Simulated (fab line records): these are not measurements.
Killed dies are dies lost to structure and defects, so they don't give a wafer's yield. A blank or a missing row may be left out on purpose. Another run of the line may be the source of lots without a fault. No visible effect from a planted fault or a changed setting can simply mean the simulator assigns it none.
Matching of chambers | flow nand-harc | 3 sister chambers for NHARC_A_STAIRCASE_DEP_301 on pecvd-02
The step deposits SiON, target thk 30 nm. 6 wafers are shown with their chamber, then 7 later ones without.

EACH WAFER AND ITS CHAMBER
wafer  | chamber | heater-power-w (W)
L090.6 | 0       | 579
L091.2 | 2       | 800
L091.3 | 0       | 618
L091.4 | 1       | 766
L092.4 | 1       | 746
L092.5 | 2       | 687

WAFERS WHOSE CHAMBER IS MISSING
wafer  | heater-power-w (W)
L092.6 | 577
L093.3 | 784
L093.4 | 662
L093.5 | 792
L096.2 | 645
L096.3 | 713
L096.4 | 714

CHAMBER TAKEN BY EACH
wafer  | from the rows above          | in truth
L092.6 | 0                            | 0
L093.3 | can't be placed: 1 or 2      | 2
L093.4 | can't be placed: 0 or 2 or 1 | 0
L093.5 | can't be placed: 1 or 2      | 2
L096.2 | can't be placed: 0 or 2 or 1 | 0
L096.3 | can't be placed: 2 or 1 or 0 | 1
L096.4 | can't be placed: 2 or 1 or 0 | 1
Correctly placed: 1 of 7. Cannot be placed on the basis of these rows: 6; the candidates contain the true chamber in 6. Number placed wrongly: 0.
How it was worked out, from the rows above alone: a wafer's distance from a chamber is the root of the sum, over the readings, of the square of ((its reading less the chamber's mean) divided by the reading's scatter). If the next closest chamber is less than 2 further off than the closest, the wafer can't be placed; otherwise it belongs to the closest. A chamber's mean is the mean of its shown wafers. How the scatter is found: for the shown wafers, subtract from each reading the mean of its chamber, square and add these, divide the total by (wafers less chambers), then take the root.
